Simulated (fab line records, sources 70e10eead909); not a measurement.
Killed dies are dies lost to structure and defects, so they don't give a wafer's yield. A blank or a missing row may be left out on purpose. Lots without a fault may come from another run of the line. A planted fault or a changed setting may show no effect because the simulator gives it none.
A struck lot beside a sound one | flow nand_harc | 13 steps out of a route of 1302
Sound: wafers L901.2, L901.3, L901.6. Struck: wafers L899.3, L899.4, L899.5. The cause comes at the end.
At each step with rows: each side's tool, then ch and its chambers, then its first start. Under that, the readings that differ: sound wafers | struck wafers | difference of the means | sigmas: that difference in standard deviations of wafers without a fault.
alike: readings whose means differ by less than 2 such deviations, and words and numbers that are the same on both sides. not compared: withheld readings, readings that some wafer has no value for, bounds like >300 that may hide the same value, and numbers for which the record gives no deviation and whose values overlap.
The two part at a step that has a row with sigmas, a row that says differs or no value, or rows on one side only. Numbers that don't overlap but have no deviation are shown without sigmas and don't part them. A reading that every wafer of one side lacks parts them only if that side has two wafers or more.

first, 1 step without rows for these wafers: NHARC_A_BLC_STRIP_29 (strips in CF4).
NHARC_A_BLC_STRIP_21: strips in O2.
  sound on rie_diel-12 ch 0,1, day 30 12:20; struck on rie_diel-12 ch 0,2, day 29 21:49
  alike: drypump_motor_current_A, oes_product_au, rf_vpp_V, showerhead_plenum_p_Torr, throttle_valve_pct
  not compared: rf_hours_counter_h
then, 1 step without rows for these wafers: NHARC_A_BLC_STRIP_22 (strips in post etch residue remover, time 600 s).
NHARC_A_BLC_DEGAS_30: time 60 s.
  sound on pvd_sputter-01, day 30 12:47; struck on pvd_sputter-01, day 29 22:15
  alike: heater_power_w, susceptor_temp_C
then, 1 step without rows for these wafers: NHARC_A_BLC_PRE_CLEAN_31 (time 15 s).
NHARC_A_BLC_PVD_32: deposits Ti, target thk 5 nm, time 17.7 s.
  sound on pvd_sputter-01; struck on pvd_sputter-01
  alike: throttle_valve_pct
then, 1 step without rows for these wafers: NHARC_A_BLC_ALD_23 (deposits TiN, target thk 3 nm, pulse time 1 s, ald cycles 150).
NHARC_A_BLC_CVD_24: deposits W, target thk 150 nm, time 434 s.
  sound on cvd_w-01 ch 0,1; struck on cvd_w-01 ch 0,1
  alike: heater_power_w, mfc_h2_sccm, susceptor_temp_C, throttle_valve_pct
NHARC_A_BLC_CMP_25: polishes, t overpolish 30 s, target thk 150 nm.
  sound on cmp-01 ch 0,2,3, day 30 13:45; struck on cmp-04 ch 1,3, day 29 23:13
  alike: motor_current_A, overpolish_run_s, time_to_endpoint_s
then, 1 step without rows for these wafers: NHARC_A_BLC_SRD_27.
NHARC_A_BLC_INSPECT_28:
  sound on defect_inspect-01, day 30 14:09; struck on defect_inspect-02, day 29 23:38
  alike: raw_defect_count
NHARC_A_M0_DEP_00: deposits SiOC, target thk 150 nm.
  sound on pecvd-04 ch 0,2, day 30 14:13; struck on pecvd-01 ch 0,2, day 29 23:44
  no value came back on the struck wafers for chamber_pressure_Torr (Torr), rf_fwd_power_W (W); on the sound wafers chamber_pressure_Torr (Torr) reads 4.993 4.990 4.981
then, 1 step without rows for these wafers: NHARC_A_M0_DEHYDRATE_01 (time 120 s).

WHERE THEY PART
Only at NHARC_A_M0_DEP_00, within this record.

WHY: what the simulator had put in
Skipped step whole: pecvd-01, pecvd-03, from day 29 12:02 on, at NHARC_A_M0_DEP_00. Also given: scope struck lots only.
